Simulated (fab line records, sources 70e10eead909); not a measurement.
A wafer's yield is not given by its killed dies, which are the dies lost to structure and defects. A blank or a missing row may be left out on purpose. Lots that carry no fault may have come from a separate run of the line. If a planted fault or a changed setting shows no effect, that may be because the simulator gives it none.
Chamber matching | flow nand-harc | 3 sister chambers for NHARC_A_CHANNEL_FILL_D2_ALD_25 on ald-hk-02
The step deposits SiOx, target thk 60 nm, pulse time 10 s, ald cycles 600. 6 wafers are shown with their chamber, then 5 later ones without.

== WAFERS WITH THEIR CHAMBER ==
wafer  | chamber | heater-power-outer-w (W) | heater-power-w (W)
L082.5 | 1       | 282                      | 498
L089.4 | 1       | 281                      | 517
L089.1 | 0       | 291                      | 496
L089.5 | 2       | 251                      | 470
L090.2 | 2       | 245                      | 468
L090.3 | 0       | 279                      | 513

== WAFERS WITH NO CHAMBER GIVEN ==
wafer  | heater-power-outer-w (W) | heater-power-w (W)
L090.6 | 247                      | 465
L092.1 | 292                      | 509
L092.5 | 277                      | 517
L097.2 | 276                      | 514
L097.3 | 282                      | 507

== WHICH CHAMBER EACH ONE RAN IN ==
wafer  | from the rows above     | in truth
L090.6 | 2                       | 2
L092.1 | can't be placed: 0 or 1 | 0
L092.5 | can't be placed: 1 or 0 | 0
L097.2 | can't be placed: 1 or 0 | 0
L097.3 | can't be placed: 1 or 0 | 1
Correctly placed: 1 of 5. From these rows, 4 cannot be placed; in 4 the true chamber is one of the candidates. Number placed wrongly: 0.
How it was worked out, from the rows above alone: a wafer's distance from a chamber is the root of the sum, over the readings, of the square of ((its reading less the chamber's mean) divided by the reading's scatter). The wafer belongs to the nearest chamber; if the next one is less than 2 further off, it can't be placed. Each chamber's mean is taken over the wafers shown for it. The scatter: take each reading less its chamber's mean, square it, sum over the shown wafers, divide by the number of wafers less the number of chambers, and take the root.
